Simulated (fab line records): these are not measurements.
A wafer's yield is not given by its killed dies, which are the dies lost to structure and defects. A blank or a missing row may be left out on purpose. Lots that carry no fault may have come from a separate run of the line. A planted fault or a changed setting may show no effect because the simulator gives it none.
Lot-split experiment + flow n5Finfet + 7 lots, 21 wafers read, on a route of 1938 steps

## THE SPLIT
At N5_BEOL_M8_DESCUM_33 (chemistry O2, time 7 s), the setting timeS was moved away from the recipe's 7 s on 6 of the 21 wafers read, by -13.3% to +15.9%. For the rest of the wafers, this setting stayed at what the recipe calls for.

## THE PATH FROM SPLIT TO READING: the file shows 1 step between them
- N5_BEOL_M8_ETCH_72: etches underlayer in N2/H2, target depth 6.5 nm, time 5.2 s

## THE READING
CAR-EUV_of_BEOL_M8_COAT_22.thkNm (the simulator's own value, which no gauge read), in nm, at N5_BEOL_M8_ETCH_65 (etches SiARC in CF4, target depth 15.6 nm, time 26 s). The file does not state a usual value for it. Average 11.1 nm, standard deviation 0.094 nm, over the 15 wafers here run with the recipe.

| wafer  | tool, chamber at the split | timeS as run, s | against the recipe | CAR-EUV_of_BEOL_M8_COAT_22.thkNm, nm | against lot-mates on the recipe |
|--------|----------------------------|-----------------|--------------------|--------------------------------------|---------------------------------|
| L075.1 | rieDiel-02, 2,0            | 7               | recipe             | 11                                   | -                               |
| L075.5 | rieDiel-02, 2,0            | 7               | recipe             | 11                                   | -                               |
| L075.3 | rieDiel-02, 0              | 7               | recipe             | 11.2                                 | -                               |
| L082.1 | rieDiel-04, 3              | 7               | recipe             | 11.2                                 | -                               |
| L082.4 | rieDiel-04, 1              | 6.072           | -13.3%             | 11.6                                 | +0.4                            |
| L082.5 | rieDiel-04, 2              | 6.072           | -13.3%             | 11.6                                 | +0.4                            |
| L081.4 | rieDiel-02, 0,3,2          | 7               | recipe             | 11.2                                 | -                               |
| L081.6 | rieDiel-02, 0,3,2          | 7               | recipe             | 11.2                                 | -                               |
| L081.5 | rieDiel-02, 0,3,2          | 7               | recipe             | 11                                   | -                               |
| L085.2 | rieDiel-04, 1,0,2          | 7               | recipe             | 11.2                                 | -                               |
| L085.4 | rieDiel-04, 1,0,2          | 7               | recipe             | 11.2                                 | -                               |
| L085.6 | rieDiel-04, 1,0,2          | 7               | recipe             | 11                                   | -                               |
| L086.4 | rieDiel-04, 3              | 7               | recipe             | 11.2                                 | -                               |
| L086.5 | rieDiel-04, 2,0            | 8.11            | +15.9%             | 10.6                                 | -0.6                            |
| L086.6 | rieDiel-04, 2,0            | 8.11            | +15.9%             | 10.6                                 | -0.6                            |
| L089.4 | rieDiel-01, 0              | 7               | recipe             | 11                                   | -                               |
| L089.5 | rieDiel-01, 3,2            | 7               | recipe             | 11.2                                 | -                               |
| L089.6 | rieDiel-01, 3,2            | 7               | recipe             | 11.2                                 | -                               |
| L097.1 | rieDiel-02, 3,2            | 6.269           | -10.4%             | 11.6                                 | +0.4                            |
| L097.2 | rieDiel-02, 3,2            | 6.269           | -10.4%             | 11.6                                 | +0.4                            |
| L097.3 | rieDiel-02, 0              | 7               | recipe             | 11.2                                 | -                               |
The file does not say which wafer passed through which chamber wherever a row lists several chambers: such a row stands for several wafers.

FIT RESULTS
A straight line over all 21 wafers: CAR-EUV_of_BEOL_M8_COAT_22.thkNm changes by -0.0362 nm for each +1% of timeS; r = -0.95; the points scatter about the line by 0.089 nm.
The same after taking each lot's own level away (the mean of its wafers on the recipe; 21 wafers): -0.0355 nm for each +1%; r = -0.96; scatter 0.079 nm.
On that fit, the largest move of timeS shifts the reading by 0.56 nm.
The span of the lots' own levels, 11.07 to 11.20 nm, comes to 1.4 times the standard deviation stated above.
Consequently the slope shifts little with the lot-to-lot level, the two slopes agreeing.
Check: with one of the wafers moved furthest among these (+15.9%) left out of the fit, the line predicts -0.558 nm for it against its lot-mates. Against them it came out at -0.6 nm.

## FURTHER SPLITS ON THESE WAFERS
Other splits were also applied to these wafers ahead of the reading. Each is held against what the fit with the lots' levels taken away leaves over:
| other split on the same wafers  | wafers away from the commonest value | r with CAR-EUV_of_BEOL_M8_COAT_22.thkNm (lot level and that fit taken away) |
|---------------------------------|--------------------------------------|-----------------------------------------------------------------------------|
| N5_BEOL_M6_TRENCH_ETCH_37 timeS | 7                                    | -0.26                                                                       |
| N5_BEOL_M7_ETCH_41 biasW        | 6                                    | -0.08                                                                       |

## THE WHOLE CHAIN: every reading that the file lists as answering this split, in the file's order
| step                 | what it does                                         | reading                                                                           | change (the file's fit)                | r (the file's) |
|----------------------|------------------------------------------------------|-----------------------------------------------------------------------------------|----------------------------------------|----------------|
| N5_BEOL_M8_DESCUM_33 | chemistry O2, time 7 s                               | CAR-EUV_of_BEOL_M8_COAT_22.thkNm (the simulator's own value, which no gauge read) | -0.034 nm for each +1% of the setting  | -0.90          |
| N5_BEOL_M8_ETCH_65   | etches SiARC in CF4, target depth 15.6 nm, time 26 s | CAR-EUV_of_BEOL_M8_COAT_22.thkNm (the simulator's own value, which no gauge read) | -0.0354 nm for each +1% of the setting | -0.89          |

## THE FILE'S OWN FIT
CAR-EUV_of_BEOL_M8_COAT_22.thkNm changes by -0.0354 nm for each +1% of timeS, r = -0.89.
